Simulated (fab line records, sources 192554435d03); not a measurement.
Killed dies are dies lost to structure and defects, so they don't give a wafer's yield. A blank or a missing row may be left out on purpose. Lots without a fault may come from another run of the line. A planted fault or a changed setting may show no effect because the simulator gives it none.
A struck lot beside a sound one | flow n5_finfet | 24 steps out of a route of 1938
Sound: wafers L537.1, L537.3, L537.4. Struck: wafers L544.1, L544.2, L544.6. The cause comes at the end.
At each step with rows: each side's tool, then ch and its chambers, then its first start. Under that, the readings that differ: sound wafers | struck wafers | difference of the means | sigmas: that difference in standard deviations of wafers without a fault.
alike: readings whose means differ by less than 2 such deviations, and words and numbers that are the same on both sides. not compared: withheld readings, readings that some wafer has no value for, bounds like >300 that may hide the same value, and numbers for which the record gives no deviation and whose values overlap.
The two part at a step that has a row with sigmas, a row that says differs or no value, or rows on one side only. Numbers that don't overlap but have no deviation are shown without sigmas and don't part them. A reading that every wafer of one side lacks parts them only if that side has two wafers or more.

N5_BEOL_M10_THK_MEAS_53: measures by xrf.
  sound on film_metro-02, day 10 18:20; struck on film_metro-02, day 12 04:07
  alike: M10_THK
then, 1 step without rows for these wafers: N5_BEOL_M10_PRE_CLEAN_55 (time 15 s).
N5_BEOL_M10_DEP_56: deposits SiCN from 3MS/NH3, target thk 15 nm, time 26.5 s.
  sound on pecvd-04 ch 0,1, day 10 18:25; struck on pecvd-01 ch 1,2, day 12 04:11
  alike: showerhead_plenum_p_Torr, throttle_valve_pct
N5_BEOL_M10_RS_MEAS_57: measures by four-point-probe.
  sound on film_metro-02, day 10 18:31; struck on film_metro-02, day 12 04:15
  alike: M10_RS
N5_BEOL_M10_INSPECT_58: inspects for defects (darkfield).
  sound on defect_inspect-01, day 10 18:32; struck on defect_inspect-01, day 12 04:17
  alike: raw_defect_count
N5_BEOL_M11_ILD_DEP_00: deposits SiCOH lowk from DEMS/porogen, target thk 308.51 nm, time 58 s.
  sound on pecvd-04 ch 0,1, day 10 18:35; struck on pecvd-04 ch 0,2, day 12 04:19
  alike: heater_power_w, showerhead_plenum_p_Torr, throttle_valve_pct
N5_BEOL_M11_CURE_71: cures SiCOH lowk, time 240 s.
  sound on uv_cure-03 ch 0, day 10 19:02; struck on uv_cure-01 ch 1, day 12 04:28
  alike: lamp_power_pct, wafer_temp_C_max
N5_BEOL_M11_THK_MEAS_01:
  sound on film_metro-02, day 10 19:32; struck on film_metro-02, day 12 04:58
  alike: M11_ILD_THK
then, 4 steps without rows for these wafers: N5_BEOL_M11_PECVD_70 (deposits SiO2 from TEOS/O2, target thk 20 nm, time 22.7 s); N5_BEOL_M11_HM_DEP_02 (deposits TiN, target thk 20 nm); N5_BEOL_M11_COAT_59 (time 60 s, resist thk 100 nm); N5_BEOL_M11_COAT_60 (time 60 s, resist thk 30 nm).
N5_BEOL_M11_COAT_05: resist thk 90 nm.
  sound on litho_track-04 ch 0, day 10 20:05; struck on litho_track-04 ch 0, day 12 05:12
  reading                                       | sound                | struck               | difference | sigmas
  spin_speed_rpm (rpm)                          | 1498.8 1501.7 1499.5 | 1409.4 1409.5 1411.3 | -89.9      | -75
  model.CAR-ArF_of_BEOL_M11_COAT_05.thk_nm (nm) | 90 89.8 89.8         | 92.6 92.8 92.8       | +2.9       |
then, 5 steps without rows for these wafers: N5_BEOL_M11_EBR_07; N5_BEOL_M11_SOFTBAKE_06 (time 60 s); N5_BEOL_M11_EXPOSE_08 (exposes mask M11); N5_BEOL_M11_PEB_09 (peb time 60 s); N5_BEOL_M11_DEVELOP_10 (develop time 30 s).
N5_BEOL_M11_CD_MEAS_11: target cd 64.1 nm.
  sound on cd_sem-01 ch 0, day 10 20:26; struck on cd_sem-01 ch 0, day 12 05:34
  alike: cd_nm
N5_BEOL_M11_OVL_MEAS_12:
  sound on overlay-02 ch 0, day 10 20:29; struck on overlay-02 ch 0, day 12 05:35
  alike: M11_OVL
N5_BEOL_M11_INSPECT_13: inspects for defects (brightfield).
  sound on defect_inspect-01, day 10 20:30; struck on defect_inspect-02, day 12 05:37
  alike: raw_defect_count
N5_BEOL_M11_DESCUM_16: chemistry O2, time 7.9 s.
  sound on rie_diel-05 ch 1,2,3, day 10 20:32; struck on rie_diel-06 ch 1,2,3, day 12 05:39
  alike: drypump_motor_current_A, oes_product_au, rf_vpp_V, showerhead_plenum_p_Torr, throttle_valve_pct
  not compared: rf_hours_counter_h
N5_BEOL_M11_ETCH_61: etches SiARC in CF4, target depth 39 nm, time 65 s.
  sound on rie_diel-05 ch 1,2,3, day 10 20:34; struck on rie_diel-06 ch 1,2,3, day 12 05:41
  reading                                       | sound          | struck         | difference | sigmas
  model.CAR-ArF_of_BEOL_M11_COAT_05.thk_nm (nm) | 55.6 55.4 55.4 | 58.2 58.4 58.4 | +2.9       |
  alike: drypump_motor_current_A, etch_rf_on_time_s, mfc_ar_sccm, oes_product_au, rf_vpp_V, showerhead_plenum_p_Torr, throttle_valve_pct
  not compared: rf_hours_counter_h
N5_BEOL_M11_ETCH_62: etches SOC in N2/H2, target depth 110 nm, overetch 22 nm, time 165 s.
  sound on rie_diel-05 ch 1,2,3, day 10 20:37; struck on rie_diel-06 ch 1,2,3, day 12 05:44
  alike: drypump_motor_current_A, n2_flow_sccm, oes_product_au, rf_vpp_V, showerhead_plenum_p_Torr, throttle_valve_pct
  not compared: rf_hours_counter_h

WHERE THEY PART
Only at N5_BEOL_M11_COAT_05, within this record. Later steps at which nothing parts them and some readings are alike: N5_BEOL_M11_CD_MEAS_11, N5_BEOL_M11_OVL_MEAS_12, N5_BEOL_M11_INSPECT_13, N5_BEOL_M11_DESCUM_16, N5_BEOL_M11_ETCH_61, N5_BEOL_M11_ETCH_62.

WHY: what the simulator had put in
Process parameter drift: litho_track-04, from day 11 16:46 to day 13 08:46, at N5_BEOL_M11_COAT_05. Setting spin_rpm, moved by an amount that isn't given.
